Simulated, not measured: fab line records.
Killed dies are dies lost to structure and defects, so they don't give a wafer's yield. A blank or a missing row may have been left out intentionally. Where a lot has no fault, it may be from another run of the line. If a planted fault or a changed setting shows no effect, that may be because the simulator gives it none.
What tool caused it? -- flow n5 finfet -- 9 lots with 27 wafers sampled at 6 steps, on a route of 1938 steps

## WHAT EACH GAUGE READ, for each wafer
N5_BEOL_M4_RC_MEAS_101. Usual: DIBL_N 36.1 mV/V, standard deviation 2.3; DIBL_P 36 mV/V, standard deviation 3.2; IOFF_N 0.16 nA/um, standard deviation 0.045; IOFF_P 0.21 nA/um, standard deviation 0.049; ION_N 674 uA/um, standard deviation 14; ION_P 462 uA/um, standard deviation 8.4; SS_N 71.6 mV/dec, standard deviation 0.83; SS_P 73.2 mV/dec, standard deviation 0.87; VT_N 249 mV, standard deviation 3.8; VT_P -250 mV, standard deviation 3.4.
lot,measured,on,DIBL_N (mV/V),DIBL_P (mV/V),IOFF_N (nA/um),IOFF_P (nA/um),ION_N (uA/um),ION_P (uA/um),SS_N (mV/dec),SS_P (mV/dec),VT_N (mV),VT_P (mV),flag
L981,day 10 20:59,prober-02,35.1 39.1 37.9,34 39 37,0.13 0.20 0.18,0.21 0.28 0.25,659 675 673,461 466 465,70.7 72.3 71.7,72.9 73.6 73.7,250 248 248,-249 -246 -245,
L983,day 12 02:29,prober-01,36.3 33.2 36.7,33 30 35,0.14 0.10 0.14,0.18 0.15 0.21,650 672 682,449 459 470,71.9 71.6 72.0,72.9 72.3 73.0,254 255 253,-250 -253 -250,
L993,day 13 09:17,prober-02,34.9 35.4 34.2,35 33 33,0.13 0.13 0.11,0.20 0.17 0.15,682 662 648,472 458 444,71.0 71.3 70.2,73.2 72.0 72.0,253 251 257,-250 -255 -256,
L991,day 13 15:51,prober-01,33.8 34.2 34.2,34 34 34,0.16 0.14 0.15,0.22 0.21 0.21,667 662 684,462 460 474,71.5 71.5 71.1,73.0 72.4 73.1,248 250 248,-248 -249 -249,
L988,day 13 23:03,prober-02,37.8 42.2 36.9,38 44 37,0.18 0.31 0.17,0.23 0.34 0.22,684 692 694,470 471 468,72.6 73.7 71.5,73.9 76.2 73.5,251 243 246,-250 -247 -250,
L995,day 15 11:49,prober-02,36.9 38.7 39.8,34 37 37,0.16 0.19 0.22,0.20 0.24 0.24,689 693 688,470 472 465,70.9 71.8 71.8,72.9 74.2 73.6,249 243 243,-247 -245 -247,
L999,day 15 19:40,prober-02,36.0 34.3 38.8,35 33 39,0.16 0.15 0.24,0.22 0.20 0.29,669 670 688,460 459 464,71.3 71.2 72.0,72.8 72.3 73.4,248 248 243,-247 -248 -247,
L103,day 16 04:26,prober-02,39.9 36.0 35.4,39 34 33,0.22 0.14 0.13,0.24 0.17 0.17,707 661 670,474 450 460,72.3 70.8 70.4,74.2 73.0 72.0,244 250 251,-250 -252 -248,
L102,day 17 04:50,prober-02,40.9 40.3 39.2,44 43 41,0.28 0.30 0.26,0.38 0.36 0.31,686 695 685,469 472 464,73.0 72.4 72.8,75.4 74.8 75.0,241 239 243,-241 -240 -243,

N5_BEOL_M6_CD_MEAS_18: pitch 80 nm, target cd 40 nm. Usual: cd nm at 39.8 nm, with a standard deviation of 0.88.
lot,measured,on,cd nm (nm),flag
L981,day 11 16:25,cd sem-01,38.8 38.9 39.2,
L983,day 12 22:34,cd sem-01,40.5 38.3 39.4,
L993,day 14 02:29,cd sem-01,40.2 40.4 40.2,
L991,day 14 17:56,cd sem-03,39.3 39.0 39.7,
L988,day 14 15:15,cd sem-03,39.4 39.2 39.1,
L995,day 16 14:51,cd sem-03,38.0 39.0 40.3,
L999,day 16 18:19,cd sem-03,40.6 37.6 40.6,
L103,day 17 01:38,cd sem-02,39.7 39.1 39.8,
L102,day 17 20:47,cd sem-01,39.9 40.5 39.0,

N5_BEOL_M6_OVL_MEAS_29. Usual: for V5_OVL the level is 0.3 nm and the standard deviation is 0.68.
lot,measured,on,V5_OVL (nm),flag
L981,day 11 19:02,overlay-02,-0.3 0.6 0.6,
L983,day 13 00:24,overlay-01,1.0 1.0 1.6,
L993,day 14 03:59,overlay-01,-0.7 -0.2 -1.0,
L991,day 14 18:24,overlay-02,0.7 0.1 0.7,
L988,day 14 15:37,overlay-01,-0.1 -0.4 0.1,
L995,day 16 16:25,overlay-01,0.2 -0.2 0.6,
L999,day 16 20:32,overlay-01,1.1 1.3 0.2,
L103,day 17 03:41,overlay-02,0.5 0.2 0.9,
L102,day 17 21:08,overlay-02,2.3 0.9 0.2,

N5_BEOL_M6_OCD_MEAS_38. Usual: trench depth nm at 94.1 nm, with a standard deviation of 2.2.
lot,measured,on,trench depth nm (nm),flag
L981,day 11 19:47,ocd-01,94.6 93.6 95.4,
L983,day 13 00:55,ocd-01,96.6 96.9 96.0,
L993,day 14 04:29,ocd-02,0 0.2 0,OFF
L991,day 14 18:56,ocd-01,0 0 0,OFF
L988,day 14 16:07,ocd-01,0.1 0.1 0,OFF
L995,day 16 16:55,ocd-01,91.4 96.5 95.5,
L999,day 16 21:03,ocd-02,95.8 96.7 96.3,
L103,day 17 04:12,ocd-02,90.7 95.5 95.8,
L102,day 17 21:46,ocd-01,96.2 95.3 95.9,

## WHICH TOOL RAN EACH LOT (tool, then ch and the chambers of the sampled wafers, then the start)
lot,N5_BEOL_M6_STRIP_19,N5_BEOL_M6_TRENCH_ETCH_37
L981,"rie diel-03 ch 0,1,2, day 11 16:20","rie diel-04 ch 0,1, day 11 19:38"
L983,"rie diel-01 ch 1,3, day 12 22:29","rie diel-04 ch 0,1, day 13 00:46"
L993,"rie diel-03 ch 1,2, day 14 02:25","rie diel-01 ch 0,1,3, day 14 04:20"
L991,"rie diel-01 ch 1,2,3, day 14 17:52","rie diel-01 ch 0,2, day 14 18:46"
L988,"rie diel-03 ch 1,2,3, day 14 15:11","rie diel-04 ch 0,1,3, day 14 15:58"
L995,"rie diel-04 ch 0,1, day 16 14:47","rie diel-04 ch 1,2,3, day 16 16:46"
L999,"rie diel-03 ch 0,2, day 16 18:15","rie diel-04 ch 0,1, day 16 20:53"
L103,"rie diel-04 ch 0,1,2, day 17 01:34","rie diel-01 ch 1,2, day 17 04:03"
L102,"rie diel-03 ch 1,3, day 17 20:43","rie diel-04 ch 0,1,2, day 17 21:37"
- N5_BEOL_M6_STRIP_19: strips in O2.
- N5_BEOL_M6_TRENCH_ETCH_37: etches SiCOH lowk in C4F6/O2, target depth 94.435 nm, time 31.5 s.

## AS READ BY THE TOOLS THEMSELVES (means over the sampled wafers that have a number; for cases with no such wafer, the mark the record gives instead)
N5_BEOL_M6_STRIP_19. Usual: drypump motor current A 5.71 A, standard deviation 0.21; oes product au 0.78 a.u., standard deviation 0.078; rf vpp V 3.7 V, standard deviation 0.62; showerhead plenum p Torr 2.06 Torr, standard deviation 0.066; throttle valve pct 16.74 %, standard deviation 0.25.
lot,tool,drypump motor current A (A),oes product au (a.u.),rf vpp V (V),showerhead plenum p Torr (Torr),throttle valve pct (%),flag
L981,rie diel-03,5.75,0.72,4.4,2.08,16.82,
L983,rie diel-01,5.65,0.84,3.2,2.12,16.45,
L993,rie diel-03,5.91,0.71,3.7,2.10,16.83,
L991,rie diel-01,5.68,0.78,3.7,2.09,16.66,
L988,rie diel-03,5.81,0.72,3.7,2.04,16.74,
L995,rie diel-04,5.87,0.85,3.8,2.04,16.65,
L999,rie diel-03,5.81,0.76,3.3,2.12,16.70,
L103,rie diel-04,5.73,0.85,3.7,2.08,16.65,
L102,rie diel-03,5.70,0.72,3.8,1.97,16.71,

N5_BEOL_M6_TRENCH_ETCH_37. Usual: C4F6_flow_sccm 10.00 sccm, standard deviation 0.032; O2_flow_sccm 10.00 sccm, standard deviation 0.031; drypump motor current A 5.68 A, standard deviation 0.2; oes_f_703_au 0.79 a.u., standard deviation 0.084; oes product au 0.79 a.u., standard deviation 0.08; rf vpp V 668 V, standard deviation 26; showerhead plenum p Torr 2.81 Torr, standard deviation 0.08; throttle valve pct 20.94 %, standard deviation 0.26.
lot,tool,C4F6_flow_sccm (sccm),O2_flow_sccm (sccm),drypump motor current A (A),oes_f_703_au (a.u.),oes product au (a.u.),rf vpp V (V),showerhead plenum p Torr (Torr),throttle valve pct (%),flag
L981,rie diel-04,10.02,10.01,5.90,0.93,0.90,673,2.76,20.67,
L983,rie diel-04,9.98,10.02,5.86,0.90,0.89,672,2.76,20.84,
L993,rie diel-01,-,-,-,-,-,-,-,-,OFF
L991,rie diel-01,-,-,-,-,-,-,-,-,OFF
L988,rie diel-04,-,-,-,-,-,-,-,-,OFF
L995,rie diel-04,10.01,9.97,5.51,0.80,0.81,679,2.84,20.85,
L999,rie diel-04,10.01,10.00,5.89,0.86,0.85,671,2.75,20.87,
L103,rie diel-01,10.01,9.97,5.58,0.70,0.74,706,2.91,21.21,
L102,rie diel-04,10.01,10.04,5.70,0.85,0.85,674,2.79,20.80,

## THE ANSWER, worked out from the rows above alone
Rule: take the mean of a lot's wafers that have a number; if it is more than 3 standard deviations from the usual mean, the lot is off. Also off: a lot with no number at a reading for which 4 or more lots have one. All remaining lots with rows at the step are treated as sound. After the gauges, taken in route order, come the tools' own readings; for these a lot's mean is taken, as printed above. The first step at which some lot is off is used, and at that step the reading that is off furthest; a lot without a number counts as furthest.
Off at N5_BEOL_M6_OCD_MEAS_38 (trench depth nm): L993, L991, L988.
A tool fits if, at a process step before that reading, it ran every lot that is off, and no sound lot after the first of them. Not tried: the gauges at N5_BEOL_M6_OCD_MEAS_38; whatever is off there is also off at N5_BEOL_M6_TRENCH_ETCH_37, on other tools, and gauge error can't account for it. None of those tried fits.

## WHAT WAS PUT IN BY THE SIMULATOR
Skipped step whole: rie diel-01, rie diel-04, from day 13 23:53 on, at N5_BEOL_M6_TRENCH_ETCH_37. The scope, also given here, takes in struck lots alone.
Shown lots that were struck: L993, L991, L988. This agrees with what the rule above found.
